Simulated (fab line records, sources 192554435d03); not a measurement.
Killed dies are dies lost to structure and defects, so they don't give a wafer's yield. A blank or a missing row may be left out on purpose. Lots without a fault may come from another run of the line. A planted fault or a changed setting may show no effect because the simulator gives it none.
Chamber matching | flow n5_finfet | N5_BEOL_M10_ILD_DEP_00 on pecvd-01: 3 sister chambers
The step deposits SiCOH lowk from DEMS/porogen, target thk 308.51 nm, time 58 s. 6 wafers are shown with their chamber, then 12 later ones without.

WAFERS WITH THEIR CHAMBER
wafer  | chamber | throttle_valve_pct (%) | heater_power_w (W)
L085.6 | 1       | 15.7                   | 316
L087.5 | 2       | 13.1                   | 368
L087.6 | 1       | 15.9                   | 305
L088.3 | 0       | 13.0                   | 422
L088.5 | 2       | 12.9                   | 385
L088.6 | 0       | 13.3                   | 423

WAFERS WITHOUT THEIR CHAMBER
wafer  | throttle_valve_pct (%) | heater_power_w (W)
L090.2 | 15.9                   | 331
L090.4 | 13.0                   | 428
L090.6 | 13.3                   | 374
L091.1 | 12.8                   | 433
L091.2 | 16.0                   | 335
L091.4 | 15.8                   | 341
L093.1 | 13.3                   | 427
L093.2 | 15.8                   | 318
L093.4 | 15.7                   | 326
L095.1 | 13.1                   | 411
L095.2 | 15.9                   | 338
L095.3 | 12.9                   | 344

WHICH CHAMBER EACH WENT THROUGH
wafer  | from the rows above | in truth
L090.2 | 1                   | 1
L090.4 | 0                   | 0
L090.6 | 2                   | 2
L091.1 | 0                   | 0
L091.2 | 1                   | 1
L091.4 | 1                   | 1
L093.1 | 0                   | 0
L093.2 | 1                   | 1
L093.4 | 1                   | 1
L095.1 | 0                   | 0
L095.2 | 1                   | 1
L095.3 | 2                   | 2
Placed correctly: 12 of 12. Can't be placed from these rows: 0. Placed wrongly: 0.
How it was worked out, from the rows above alone: a wafer's distance from a chamber is the root of the sum, over the readings, of the square of ((its reading less the chamber's mean) divided by the reading's scatter). The wafer belongs to the nearest chamber; if the next one is less than 2 further off, it can't be placed. A chamber's mean is the mean of its shown wafers. The scatter: the root of (the sum of the squares of (reading less its chamber's mean) over the shown wafers, divided by (wafers less chambers)).
